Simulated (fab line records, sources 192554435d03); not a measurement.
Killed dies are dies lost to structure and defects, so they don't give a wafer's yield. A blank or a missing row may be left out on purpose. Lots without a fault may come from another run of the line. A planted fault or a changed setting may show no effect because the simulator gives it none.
A struck lot beside a sound one | flow n5_finfet | 38 steps out of a route of 1938
Sound: wafers L651.3, L651.4, L651.6. Struck: wafers L656.3, L656.6. (L656.2 of the same lot was not struck and is left out.) The cause comes at the end.
At each step with rows: each side's tool, then ch and its chambers, then its first start. Under that, the readings that differ: sound wafers | struck wafers | difference of the means | sigmas: that difference in standard deviations of wafers without a fault.
alike: readings whose means differ by less than 2 such deviations, and words and numbers that are the same on both sides. not compared: withheld readings, readings that some wafer has no value for, bounds like >300 that may hide the same value, and numbers for which the record gives no deviation and whose values overlap.
The two part at a step that has a row with sigmas, a row that says differs or no value, or rows on one side only. Numbers that don't overlap but have no deviation are shown without sigmas and don't part them. A reading that every wafer of one side lacks parts them only if that side has two wafers or more.

first, 10 steps without rows for these wafers: N5_PASSIVATION_DESCUM_12 (chemistry O2, time 7.9 s); N5_PASSIVATION_PASS_ETCH_74 (etches SiNx in CF4/O2, target depth 220 nm, time 110 s); N5_PASSIVATION_VIA_ETCH_13 (etches SiO2 in CHF3/O2, target depth 660 nm, time 330 s); N5_PASSIVATION_STRIP_14 (strips in O2); N5_PASSIVATION_ETCH_15 (etches SiCN in CF4/N2, target depth 75 nm, time 81.2 s); N5_PASSIVATION_STRIP_73 (strips in post etch residue remover, time 60 s); N5_PASSIVATION_SRD_17 (time 30 s, dry time 30 s); N5_PASSIVATION_DEGAS_18 (time 60 s); N5_PASSIVATION_PRE_CLEAN_19; N5_PASSIVATION_SPUTTER_20 (material TaN, target thk 50 nm).
N5_PASSIVATION_AL_DEP_21: deposits Al, target thk 2800 nm, time 170 s.
  sound on pvd_sputter-02, day 13 14:05; struck on pvd_sputter-02, day 14 10:11
  reading                                       | sound          | struck    | difference | sigmas
  model.Al_of_PASSIVATION_AL_DEP_21.thk_nm (nm) | 2797 2801 2806 | 1963 1940 | -850       |
  alike: throttle_valve_pct
then, 25 steps without rows for these wafers: N5_PASSIVATION_HMDS_23 (time 60 s); N5_PASSIVATION_COAT_24; N5_PASSIVATION_EBR_26; N5_PASSIVATION_SOFTBAKE_25 (time 90 s); N5_PASSIVATION_EXPOSE_27 (exposes mask PAD, defocus 0 nm); N5_PASSIVATION_PEB_28; N5_PASSIVATION_DEVELOP_29 (develop time 60 s); N5_PASSIVATION_HARDBAKE_31 (time 120 s); N5_PASSIVATION_DESCUM_32 (chemistry O2, time 7.9 s); N5_PASSIVATION_AL_ETCH_33 (etches Al in Cl2/BCl3, stops on TaN, target depth 2800 nm, time 466.7 s); N5_PASSIVATION_ETCH_59 (etches TaN in Cl2/BCl3, target depth 65 nm, time 34.9 s); N5_PASSIVATION_STRIP_34 (strips in O2); N5_PASSIVATION_STRIP_51 (strips in post etch residue remover, time 1200 s); N5_PASSIVATION_CLEAN_69 (cleans in IPA, time 180 s); N5_PASSIVATION_SRD_70 (time 30 s); N5_PASSIVATION_PECVD_53 (deposits SiO2 from TEOS/O2, target thk 800 nm, time 169.4 s); N5_PASSIVATION_PECVD_35 (deposits SiNx from SiH4/NH3/N2, target thk 700 nm, time 151.3 s); N5_PASSIVATION_HMDS_37 (time 60 s); N5_PASSIVATION_COAT_38; N5_PASSIVATION_EBR_40; N5_PASSIVATION_SOFTBAKE_39 (time 120 s); N5_PASSIVATION_EXPOSE_41 (exposes mask PASS OPEN, defocus 0 nm, target cd 40000 nm); N5_PASSIVATION_PEB_42; N5_PASSIVATION_DEVELOP_43 (develop time 60 s); N5_PASSIVATION_HARDBAKE_45 (time 120 s).
N5_PASSIVATION_STRIP_52: strips in post etch residue remover, time 1200 s.
  sound on wet_bench-01 ch 5,6,7, day 13 17:37; struck on wet_bench-06 ch 2,3, day 14 13:38
  reading                                       | sound          | struck    | difference | sigmas
  model.Al_of_PASSIVATION_AL_DEP_21.thk_nm (nm) | 2782 2785 2790 | 1948 1925 | -849       |
  alike: bath_guard_temp_C, temp_c
N5_PASSIVATION_PROBE_49:
  the record has rows for the struck wafers here (prober-02, day 14 16:11) and none for the sound ones

WHERE THEY PART
Only at N5_PASSIVATION_PROBE_49, within this record.

WHY: what the simulator had put in
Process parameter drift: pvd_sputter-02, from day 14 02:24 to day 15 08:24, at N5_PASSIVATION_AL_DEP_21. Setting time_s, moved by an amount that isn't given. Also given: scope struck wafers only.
